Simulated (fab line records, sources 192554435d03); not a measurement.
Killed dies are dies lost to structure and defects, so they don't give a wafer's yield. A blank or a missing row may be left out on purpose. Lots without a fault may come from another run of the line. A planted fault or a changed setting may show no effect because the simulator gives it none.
fab line records | flow n5_finfet
record lots=7 wafers=21
route steps=1938 shown BEOL_M13@1696 BEOL_M15@1773 MIM_BOT@1833 TV_OPEN@1888
start_h: hours from the record's first day to the start of the lot's first wafer shown | wait_h: hours since the lot's step before | " the same as in the row above | L1.1+2: a row that stands for several wafers | - no value, or no start given | * or withheld: withheld | < > ~ a bound
route shown NAME@n: a module of which the file shows steps, and the number in the route of the first | usual: mean/standard deviation of fault-free wafers | same: alike in all rows | chamber/n: place in a boat | sites: the reading at each site | _std_site: their standard deviation | _edge_site: outer sites' mean less inner sites' | radius_mm: how far each site lies from the wafer's centre | mask NAME#n: copy n | behind: the tool/chamber that last shaped the wafer | hold: why the lot was held/for how many hours/how that ended | device: the transistor (n, p or np) that didn't switch | end of line: the same wafers' tests at the end of the route | a step without rows: its recipe alone | killed: dies lost to structure and defects at the first sort, not the wafer's yield | map: a wafer's dies, x killed, . not, _ none there
set.NAME: the setting as run; set.NAME@STEP: as run at that earlier step | model.NAME: the simulator's own value behind a step, which no gauge read
lots whose settings were changed on purpose; a table a step, a row a wafer
## steps
# step N5_BEOL_M13_TRENCH_ETCH_34
# recipe chemistry=C4F8/O2/Ar target=SiOC target_depth_a=4134.7 mask_material=SOC pressure_mtorr=30 source_w=3000 bias_w=700 Ar_flow_sccm=400 C4F8_flow_sccm=15 O2_flow_sccm=8 he_inner_torr=15 he_outer_torr=30 time_s=162.6 ion_energy_ev=250
# columns lot.wafer tool chamber start_h wait_h set.time_s model.etch.depth_nm
L076.1 rie_diel-02 3 246.50 0.0 162.6 404.2
L076.3 " 1 " " 162.6 416.1
L076.5 " 3 " " 162.6 405.4
L080.1 rie_diel-04 1 268.82 0.0 162.6 410
L080.2 " 2 " " 162.6 419.5
L080.3 " 3 " " 162.6 419.6
L081.2 rie_diel-02 2 272.67 0.0 162.6 424.7
L081.3 " 3 " " 132.7 332.3
L081.5 " 1 " " 132.7 341.2
L089.1 rie_diel-06 3 327.53 0.0 162.6 421.2
L089.2 " 2 " " 162.6 400
L089.4 " 0 " " 191.2 484.7
L088.3 rie_diel-04 0 333.65 0.0 162.6 418.8
L088.4 " 3 " " 162.6 415.8
L088.5 " 3 " " 162.6 418.6
L097.1 rie_diel-06 1 430.38 0.0 144.3 365.7
L097.2 " 3 " " 144.3 372.7
L097.4 " 0 " " 144.3 370.5
L095.2+5 rie_diel-02 0 434.79 0.0 139 356.5
L095.4 " 1 " " 162.6 413
# step N5_BEOL_M13_STRIP_70
# recipe chemistry=C4F8/O2/Ar resist=SiARC rf_frequency_hz=6e+07
# step N5_BEOL_M13_OCD_MEAS_35
# usual trench_depth_nm=414/6.7
# columns lot.wafer tool chamber start_h wait_h set.time_s@BEOL_M13_TRENCH_ETCH_34 trench_depth_nm
L076.1 ocd-01 - 246.68 0.0 162.6 404
L076.3 " - " " 162.6 416
L076.5 " - " " 162.6 405
L080.1 ocd-02 - 268.99 0.0 162.6 410
L080.2 " - " " 162.6 420
L080.3 " - " " 162.6 419
L081.2 ocd-01 - 272.85 0.0 162.6 425
L081.3 " - " " 132.7 333
L081.5 " - " " 132.7 341
L089.1 ocd-02 - 327.70 0.0 162.6 421
L089.2 " - " " 162.6 400
L089.4 " - " " 191.2 485
L088.3 ocd-01 - 333.83 0.0 162.6 419
L088.4 " - " " 162.6 416
L088.5 " - " " 162.6 419
L097.1 ocd-02 - 430.56 0.0 144.3 365
L097.2 " - " " 144.3 373
L097.4 " - " " 144.3 371
L095.2 ocd-02 - 434.97 0.0 139 356
L095.4 " - " " 162.6 412
L095.5 " - " " 139 357
# step N5_BEOL_M13_STRIP_37
# recipe chemistry=N2/H2 power_w=1000 temp_c=250 h2_frac=0.65 overash_fraction=0.3 pressure_mtorr=withheld n2_flow_sccm=1750 h2_flow_sccm=3250
# step N5_BEOL_M13_ETCH_38
# recipe chemistry=CF4/N2 target=SiCN target_depth_a=675 taper_deg=2 time_s=71.9 ion_energy_ev=150 mask_material=SiO2 pressure_mtorr=40 source_w=430 bias_w=70 Ar_flow_sccm=100 cf4_flow_sccm=60 n2_flow_sccm=60
# columns lot.wafer tool chamber start_h wait_h set.time_s@BEOL_M13_ILD_DEP_00 model.SiOC_of_BEOL_M13_ILD_DEP_00.thk_nm
L076.1 rie_diel-06 2 248.94 - 175.1 830.8
L076.3 " 3 " " 166.4 780.2
L076.5 " 2 " " 175.1 843
L080.1 rie_diel-04 2 269.27 - 166.4 785.6
L080.2 " 0 " " 166.4 764.2
L080.3 " 3 " " 166.4 783.8
L081.2 rie_diel-04 1 273.49 - 185.9 891.2
L081.3 " 2 " " 166.4 790.4
L081.5 " 3 " " 166.4 809.6
L089.1 rie_diel-04 1 330.19 - 166.4 792
L089.2 " 0 " " 166.4 776
L089.4 " 3 " " 166.4 803.8
L088.3 rie_diel-04 1 334.96 - 166.4 787.4
L088.4 " 0 " " 166.4 800
L088.5 " 3 " " 166.4 791.4
L097.1 rie_diel-06 0 431.99 - 166.4 773.4
L097.2 " 3 " " 145.9 669.2
L097.4 " 2 " " 145.9 676.6
L095.2 rie_diel-02 1 436.09 - 143.8 660.4
L095.4 " 3 " " 143.8 664.4
L095.5 " 0 " " 166.4 789.8
# step N5_BEOL_M13_SPUTTER_45
# recipe material=Cu target_thk_a=800 temp_c=-20 bias_v=60 power_w=26000 chamber_pressure_pa=0.13 time_s=13.33
# columns lot.wafer tool chamber start_h wait_h set.power_w
L076.1+3+5 pvd_sputter-01 - 249.49 0.0 26000
L080.1+2+3 pvd_sputter-03 - 269.89 0.0 26000
L081.2+3 pvd_sputter-03 - 274.20 0.0 26000
L081.5 " - " " 29610
L089.1+2+4 pvd_sputter-01 - 330.92 0.0 26000
L088.3+4+5 pvd_sputter-01 - 336.16 0.0 26000
L097.1 pvd_sputter-01 - 432.43 0.0 28950
L097.2+4 " - " " 26000
L095.2+4 pvd_sputter-02 - 436.76 0.0 26000
L095.5 " - " " 27770
# step N5_BEOL_M13_ECD_47
# recipe material=Cu target_thk_a=9360
# step N5_BEOL_M13_ANNEAL_48
# recipe temp_c=225 time_s=90 ambient=N2
# step N5_BEOL_M13_CMP_49
# recipe stop_on=SiOC t_overpolish_s=17.1 down_force_psi=1 platen_rpm=50 clearing_platen_down_force_psi=1.5 clearing_platen_rpm=50 post_cmp_clean=cu_alkaline target_thk_nm=420 clearing_platen_pad_velocity_m_s=0.99484 pad_velocity_m_s=0.99484
# columns lot.wafer tool chamber start_h wait_h set.time_s@BEOL_M13_TRENCH_ETCH_34 model.Cu_of_BEOL_M13_ECD_47.thk_nm
L076.3 cmp-02 0 250.08 0.2 162.6 425
L076.1 " 2 " " 162.6 412.6
L076.5 " 1 " " 162.6 413.6
L080.2 cmp-04 3 270.52 0.3 162.6 425.6
L080.1 " 0 " " 162.6 416
L080.3 " 1 " " 162.6 425.2
L081.2 cmp-03 2 274.92 0.3 162.6 431.8
L081.3 " 3 " " 132.7 340.4
L081.5 " 1 " " 132.7 -
L089.4 cmp-03 3 331.49 0.1 191.2 492.8
L089.1 " 0 " " 162.6 429.2
L089.2 " 2 " " 162.6 407
L088.4 cmp-03 1 336.81 0.2 162.6 422.6
L088.3 " 2 " " 162.6 425.4
L088.5 " 0 " " 162.6 425.6
L097.4+2 cmp-02 2,3 433.13 0.1 144.3 378.2
L097.1 " 1 " " 144.3 -
L095.4 cmp-03 0 437.37 0.2 162.6 419
L095.2 " 1 " " 139 362.2
L095.5 " 0 " " 139 -
# step N5_BEOL_M13_PRE_CLEAN_52
# recipe gas=NH3 time_s=15 temp_c=withheld rf_power_w=300
# step N5_BEOL_M13_DEP_53
# recipe material=SiCN target_thk_a=500 temp_c=withheld precursor=3MS/NH3 pressure_torr=3 rf_w=675 time_s=17.8
# step N5_BEOL_M13_RS_MEAS_54
# recipe thk_meas_gauge=four-point-probe reads=Cu_of_BEOL_M13_ECD_47+Ta_of_BEOL_M13_SPUTTER_44+TaN_of_BEOL_M13_SPUTTER_43
# usual M13_RS=0.0448/0.00072
# columns lot.wafer tool chamber start_h wait_h set.time_s@BEOL_M13_TRENCH_ETCH_34 M13_RS[ohm/sq]
L076.1 film_metro-01 - 250.51 0.0 162.6 0.0458
L076.3 " - " " 162.6 0.0444
L076.5 " - " " 162.6 0.0458
L080.1 film_metro-01 - 270.91 0.0 162.6 0.0454
L080.2 " - " " 162.6 0.0444
L080.3 " - " " 162.6 0.0443
L081.2 film_metro-01 - 275.27 0.1 162.6 0.0438
L081.3 " - " " 132.7 0.0559
L081.5 " - " " 132.7 0.0544
L089.1 film_metro-02 - 331.92 0.0 162.6 0.0439
L089.2 " - " " 162.6 0.0465
L089.4 " - " " 191.2 0.0380
L088.3 film_metro-01 - 337.16 0.1 162.6 0.0444
L088.4 " - " " 162.6 0.0446
L088.5 " - " " 162.6 0.0444
L097.1 film_metro-02 - 433.55 0.0 144.3 0.0505
L097.2 " - " " 144.3 0.0501
L097.4 " - " " 144.3 0.0500
L095.2 film_metro-01 - 437.76 0.1 139 0.0524
L095.4 " - " " 162.6 0.0451
L095.5 " - " " 139 0.0524
# step N5_BEOL_M15_ILD_DEP_00
# recipe material=SiO2 target_thk_a=16293 temp_c=400 precursor=TEOS/O2 pressure_torr=6.5 rf_w=900 teos_flow_sccm=161.4 gas=O2 flow_sccm=2650 time_s=346.1
# columns lot.wafer tool chamber start_h wait_h set.time_s model.SiO2_of_BEOL_M15_ILD_DEP_00.thk_nm
L076.1 pecvd-04 1 254.61 0.0 346.1 1641
L076.3 " 2 " " 346.1 1627
L076.5 " 1 " " 346.1 1651
L080.1 pecvd-03 2 280.23 0.0 346.1 1604
L080.2 " 1 " " 346.1 1626
L080.3 " 0 " " 346.1 1664
L081.2 pecvd-02 2 280.80 0.0 346.1 1643
L081.3 " 0 " " 346.1 1606
L081.5 " 0 " " 346.1 1630
L089.1 pecvd-02 2 337.67 0.0 389.9 1814
L089.2 " 0 " " 346.1 1600
L089.4 " 0 " " 346.1 1615
L088.3 pecvd-02 1 341.47 0.0 346.1 1606
L088.4 " 1 " " 318.3 1518
L088.5 " 2 " " 318.3 1523
L097.1 pecvd-02 1 440.06 0.0 299.6 1409
L097.2 " 2 " " 346.1 1632
L097.4 " 1 " " 299.6 1416
L095.2 pecvd-03 0 444.64 0.0 346.1 1623
L095.4 " 1 " " 346.1 1632
L095.5 " 0 " " 346.1 1645
# step N5_BEOL_M15_THK_MEAS_01
# recipe reads=SiO2_of_BEOL_M15_ILD_DEP_00
# usual M15_ILD_THK=1632/22
# columns lot.wafer tool chamber start_h wait_h set.time_s@BEOL_M15_ILD_DEP_00 M15_ILD_THK[nm]
L076.1 film_metro-02 - 254.86 0.1 346.1 1641
L076.3 " - " " 346.1 1626
L076.5 " - " " 346.1 1650
L080.1 film_metro-02 - 280.48 0.1 346.1 1604
L080.2 " - " " 346.1 1626
L080.3 " - " " 346.1 1664
L081.2 film_metro-02 - 281.05 0.1 346.1 1643
L081.3 " - " " 346.1 1607
L081.5 " - " " 346.1 1630
L089.1 film_metro-01 - 338.03 0.2 389.9 1812
L089.2 " - " " 346.1 1600
L089.4 " - " " 346.1 1615
L088.3 film_metro-02 - 341.73 0.1 346.1 1606
L088.4 " - " " 318.3 1519
L088.5 " - " " 318.3 1523
L097.1 film_metro-01 - 440.31 0.1 299.6 1410
L097.2 " - " " 346.1 1633
L097.4 " - " " 299.6 1416
L095.2 film_metro-02 - 444.89 0.1 346.1 1623
L095.4 " - " " 346.1 1633
L095.5 " - " " 346.1 1645
# step N5_BEOL_M15_EXPOSE_07
# recipe mask_id=V14 na=0.8 source_shape=annular sigma_inner=0.5 sigma_outer=0.8 polarization=unpolarized attpsm_phase_deg=180 dose_mj=41.25
# columns lot.wafer tool chamber start_h wait_h mask set.dose_mj
L076.1+3 krf_scanner-01 0 254.99 - V14#0 41.25
L076.5 " 0 " " V14#0 38.32
L080.1+2+3 krf_scanner-02 0 280.73 - V14#0 41.25
L081.2+3+5 krf_scanner-01 0 281.31 - V14#0 41.25
L089.1 krf_scanner-01 0 338.16 - V14#0 41.25
L089.2+4 " 0 " " V14#0 38.97
L088.3+4 krf_scanner-01 0 341.87 - V14#0 43.35
L088.5 " 0 " " V14#0 41.25
L097.1+2 krf_scanner-01 0 440.56 - V14#0 39.55
L097.4 " 0 " " V14#0 41.25
L095.2+4+5 krf_scanner-01 0 445.03 - V14#0 41.25
# step N5_BEOL_M15_PEB_08
# recipe peb_temp_c=130 peb_time_s=90
# step N5_BEOL_M15_DEVELOP_09
# recipe develop_time_s=45 rinse_liquid=diw dry=air_spin dev_temp_c=21
# step N5_BEOL_M15_HARDBAKE_14
# recipe temp_c=130 time_s=120
# step N5_BEOL_M15_CD_MEAS_10
# recipe target_cd_nm=360 landing_energy_ev=500 detector=se_inlens polarity=opening
# usual cd_nm=359.8/1.8
# columns lot.wafer tool chamber start_h wait_h set.dose_mj@BEOL_M15_EXPOSE_07 cd_nm
L076.1 cd_sem-02 0 255.17 - 41.25 360.5
L076.3 " 0 " " 41.25 362.2
L076.5 " 0 " " 38.32 348.1
L080.1 cd_sem-02 0 280.91 - 41.25 359.9
L080.2 " 0 " " 41.25 360.1
L080.3 " 0 " " 41.25 360.1
L081.2 cd_sem-01 0 281.48 - 41.25 363.4
L081.3 " 0 " " 41.25 359.1
L081.5 " 0 " " 41.25 361.1
L089.1 cd_sem-02 0 338.33 - 41.25 359.5
L089.2 " 0 " " 38.97 348.4
L089.4 " 0 " " 38.97 350.8
L088.3 cd_sem-01 0 342.03 - 43.35 364.7
L088.4 " 0 " " 43.35 367.7
L088.5 " 0 " " 41.25 358.7
L097.1 cd_sem-03 0 440.74 - 39.55 355.6
L097.2 " 0 " " 39.55 353.4
L097.4 " 0 " " 41.25 359.4
L095.2 cd_sem-03 0 445.20 - 41.25 361.6
L095.4 " 0 " " 41.25 360.8
L095.5 " 0 " " 41.25 359.6
# step N5_BEOL_M15_DESCUM_15
# recipe chemistry=O2 time_s=7.9 source_power_w=50 bias_power_w=20 pressure_mtorr=20 rf_frequency_hz=2.712e+07 temp_c=40 o2_flow_sccm=225
# step N5_BEOL_M15_ETCH_59
# recipe chemistry=N2/H2 target=BARC target_depth_a=890 overetch_a=267 time_s=67.9 ion_energy_ev=200 pressure_mtorr=30 source_w=840 bias_w=150 n2_flow_sccm=200 h2_flow_sccm=200
# step N5_BEOL_M15_VIA_ETCH_16
# recipe chemistry=C4F8/O2/Ar target=SiO2 he_inner_torr=15 he_outer_torr=30 target_depth_a=17922 time_s=withheld ion_energy_ev=800 pressure_mtorr=20 source_w=1905 bias_w=2040 Ar_flow_sccm=400 C4F8_flow_sccm=16 O2_flow_sccm=12 ends=cleared
# columns lot.wafer tool chamber start_h wait_h set.time_s@BEOL_M15_ILD_DEP_00 model.etch.depth_nm model.coat_of_BEOL_M15_COAT_04.thk_nm
L076.1 rie_diel-02 1 255.39 0.0 * 1641 334.8
L076.3 " 0 " " * 1627 340.6
L076.5 " 0 " " * 1651 336.2
L080.1 rie_diel-02 1 281.17 0.0 * 1604 339.4
L080.2 " 2 " " * 1626 333
L080.3 " 0 " " * 1664 327.4
L081.2 rie_diel-06 2 281.85 0.0 * 1643 327.8
L081.3 " 3 " " * 1606 337
L081.5 " 0 " " * 1630 330.6
L089.1 rie_diel-02 1 338.51 0.0 * 1814 294.4
L089.2 " 0 " " * 1600 345.6
L089.4 " 3 " " * 1615 341.2
L088.3 rie_diel-02 1 342.20 0.0 * 1606 338.6
L088.4 " 3 " " * 1518 361
L088.5 " 1 " " * 1523 357.2
L097.1 rie_diel-04 0 440.91 0.0 * 1409 387.6
L097.2 " 2 " " * 1632 326.2
L097.4 " 1 " " * 1416 374.8
L095.2 rie_diel-04 2 445.37 0.0 * 1623 329.2
L095.4 " 3 " " * 1632 324.2
L095.5 " 2 " " * 1645 320.6
# step N5_BEOL_M15_STRIP_63
# recipe chemistry=O2 power_w=600 temp_c=60 pressure_mtorr=30 rf_frequency_hz=6e+07 bias_power_w=0 overash_fraction=0.3 o2_flow_sccm=225
# step N5_BEOL_M15_STRIP_64
# recipe chemistry=O2 power_w=600 temp_c=60 pressure_mtorr=30 rf_frequency_hz=6e+07 bias_power_w=0 overash_fraction=0.3 o2_flow_sccm=225
# step N5_BEOL_M15_STRIP_65
# recipe chemistry=post_etch_residue_remover time_s=60 temp_c=25 remover_ph=withheld remover_water_wt_pct=withheld remover_fluoride_wt_pct=withheld
# step N5_BEOL_M15_SRD_66
# recipe time_s=30 temp_c=23 rinse_liquid=diw dry=n2_spin spin_rpm=1500 dry_time_s=30
# step N5_BEOL_M15_CD_MEAS_17
# recipe target_cd_nm=360 polarity=opening
# usual cd_nm=361.3/2.3
# columns lot.wafer tool chamber start_h wait_h set.dose_mj@BEOL_M15_EXPOSE_07 cd_nm
L076.1 cd_sem-02 - 255.80 0.0 41.25 362.8
L076.3 " - " " 41.25 363.1
L076.5 " - " " 38.32 350.3
L080.1 cd_sem-01 - 281.58 0.0 41.25 362.5
L080.2 " - " " 41.25 361.9
L080.3 " - " " 41.25 363.9
L081.2 cd_sem-03 - 282.26 0.0 41.25 366.3
L081.3 " - " " 41.25 359.4
L081.5 " - " " 41.25 364.8
L089.1 cd_sem-03 - 338.92 0.0 41.25 361.3
L089.2 " - " " 38.97 351.5
L089.4 " - " " 38.97 352.3
L088.3 cd_sem-03 - 342.62 0.0 43.35 364.0
L088.4 " - " " 43.35 367.0
L088.5 " - " " 41.25 357.8
L097.1 cd_sem-03 - 441.32 0.0 39.55 354.6
L097.2 " - " " 39.55 358.8
L097.4 " - " " 41.25 359.5
L095.2 cd_sem-01 - 445.79 0.0 41.25 365.0
L095.4 " - " " 41.25 361.2
L095.5 " - " " 41.25 362.1
# step N5_MIM_BOT_SPUTTER_00
# recipe material=TiN target_thk_a=350 temp_c=200 power_w=3000 chamber_pressure_pa=0.49996 gas=Ar reactive_partial_pa=0.37997 time_s=89.7
# columns lot.wafer tool chamber start_h wait_h set.time_s model.TiN_of_MIM_BOT_SPUTTER_00.thk_nm
L076.1 pvd_sputter-02 - 264.74 0.0 89.7 35
L076.3 " - " " 80.58 31
L076.5 " - " " 80.58 31.2
L080.1 pvd_sputter-01 - 290.97 0.0 89.7 34.6
L080.2 " - " " 89.7 35.2
L080.3 " - " " 89.7 35.4
L081.2 pvd_sputter-01 - 291.09 0.0 81.62 31.8
L081.3 " - " " 89.7 35.2
L081.5 " - " " 81.62 31.6
L089.1 pvd_sputter-03 - 345.62 0.0 89.7 34.4
L089.2 " - " " 89.7 34.2
L089.4 " - " " 89.7 35
L088.3 pvd_sputter-01 - 349.39 0.0 89.7 35.4
L088.4 " - " " 77.09 29.8
L088.5 " - " " 89.7 34.8
L097.1 pvd_sputter-01 - 448.07 0.0 89.7 34.6
L097.2 " - " " 89.7 35
L097.4 " - " " 89.7 34.8
L095.2 pvd_sputter-03 - 451.39 0.0 96.06 37.2
L095.4 " - " " 89.7 35.2
L095.5 " - " " 89.7 34.6
# step N5_PASSIVATION_VIA_ETCH_13
# recipe chemistry=CHF3/O2 target=SiO2 target_depth_a=6600 CHF3_flow_sccm=50 O2_flow_sccm=5 Ar_flow_sccm=200 time_s=330 mask_material=PR pressure_mtorr=30 source_w=650 bias_w=170 ion_energy_ev=200 ends=cleared
# usual rf_vpp_V=524/9.9
# columns lot.wafer tool chamber start_h wait_h set.source_w rf_vpp_V
L076.1 rie_diel-02 3 269.62 0.0 650 528
L076.3 " 2 " " 650 527
L076.5 " 0 " " 650 519
L081.2 rie_diel-06 3 296.28 0.0 548.6 566
L081.3 " 0 " " 650 516
L081.5 " 0 " " 548.6 562
L080.1 rie_diel-04 0 299.06 0.0 650 518
L080.2 " 2 " " 650 544
L080.3 " 1 " " 650 525
L089.1 rie_diel-06 0 355.68 0.0 650 515
L089.2 " 3 " " 650 519
L089.4 " 1 " " 650 521
L088.3 rie_diel-04 3 355.87 0.0 606.7 531
L088.4 " 0 " " 606.7 535
L088.5 " 0 " " 650 517
L097.1 rie_diel-04 1 454.90 0.0 572.8 557
L097.2 " 0 " " 650 517
L097.4 " 0 " " 572.8 551
L095.2 rie_diel-02 2 459.83 0.0 650 527
L095.4 " 0 " " 539 571
L095.5 " 2 " " 650 528
# step N5_PASSIVATION_ETCH_15
# recipe chemistry=CF4/N2 target=SiCN target_depth_a=750 taper_deg=2 time_s=81.2 ion_energy_ev=150 mask_material=SiNx pressure_mtorr=40 source_w=430 bias_w=70 Ar_flow_sccm=100 cf4_flow_sccm=60 n2_flow_sccm=60
# usual rf_vpp_V=382.1/1.4
# columns lot.wafer tool chamber start_h wait_h set.bias_w rf_vpp_V
L076.1 rie_diel-02 3 - - 70 383.1
L076.3 " 2 " " 70 383.4
L076.5 " 0 " " 70 382.0
L081.2 rie_diel-06 3 - - 70 381.2
L081.3 " 0 " " 70 381.0
L081.5 " 0 " " 73.43 394.4
L080.1 rie_diel-04 0 - - 70 382.5
L080.2 " 2 " " 70 380.5
L080.3 " 1 " " 70 384.6
L089.1 rie_diel-06 0 - - 78.75 410.6
L089.2 " 3 " " 70 380.9
L089.4 " 1 " " 78.75 413.1
L088.3 rie_diel-04 3 - - 77.26 408.1
L088.4 " 0 " " 70 383.1
L088.5 " 0 " " 77.26 405.4
L097.1 rie_diel-04 1 - - 77.6 408.8
L097.2 " 0 " " 70 381.7
L097.4 " 0 " " 77.6 407.8
L095.2 rie_diel-02 2 - - 63.2 358.8
L095.4 " 0 " " 70 381.3
L095.5 " 2 " " 70 381.4
## key
split step=N5_BEOL_M13_TRENCH_ETCH_34 setting=time_s stated=162.6 by=wafer
response step=N5_BEOL_M13_TRENCH_ETCH_34 reading=model.etch.depth_nm change=+4.36 per=1% r=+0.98
response step=N5_BEOL_M13_OCD_MEAS_35 reading=trench_depth_nm change=+4.35 per=1% r=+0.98
response step=N5_BEOL_M13_CMP_49 reading=model.Cu_of_BEOL_M13_ECD_47.thk_nm change=+4.43 per=1% r=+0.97
response step=N5_BEOL_M13_RS_MEAS_54 reading=M13_RS change=-0.000514 per=1% r=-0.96
split step=N5_BEOL_M13_SPUTTER_45 setting=power_w stated=26000 by=wafer
response none clear
split step=N5_BEOL_M15_ILD_DEP_00 setting=time_s stated=346.1 by=wafer
response step=N5_BEOL_M15_ILD_DEP_00 reading=model.SiO2_of_BEOL_M15_ILD_DEP_00.thk_nm change=+15.4 per=1% r=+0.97
response step=N5_BEOL_M15_THK_MEAS_01 reading=M15_ILD_THK change=+15.4 per=1% r=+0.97
response step=N5_BEOL_M15_VIA_ETCH_16 reading=model.etch.depth_nm change=+15.4 per=1% r=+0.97
response step=N5_BEOL_M15_VIA_ETCH_16 reading=model.coat_of_BEOL_M15_COAT_04.thk_nm change=-3.76 per=1% r=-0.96
split step=N5_BEOL_M15_EXPOSE_07 setting=dose_mj stated=41.25 by=wafer
response step=N5_BEOL_M15_CD_MEAS_10 reading=cd_nm change=+1.67 per=1% r=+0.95
response step=N5_BEOL_M15_CD_MEAS_17 reading=cd_nm change=+1.55 per=1% r=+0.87
split step=N5_MIM_BOT_SPUTTER_00 setting=time_s stated=89.7 by=wafer
response step=N5_MIM_BOT_SPUTTER_00 reading=model.TiN_of_MIM_BOT_SPUTTER_00.thk_nm change=+0.375 per=1% r=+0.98
split step=N5_PASSIVATION_VIA_ETCH_13 setting=source_w stated=650 by=wafer
response step=N5_PASSIVATION_VIA_ETCH_13 reading=rf_vpp_V change=-2.82 per=1% r=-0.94
split step=N5_PASSIVATION_ETCH_15 setting=bias_w stated=70 by=wafer
response step=N5_PASSIVATION_ETCH_15 reading=rf_vpp_V change=+2.41 per=1% r=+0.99
split outside_this_file step=N5_BEOL_M13_ILD_DEP_00 setting=time_s
# split outside_this_file: this setting was split too, and the file shows its column; the key of that split is in another file
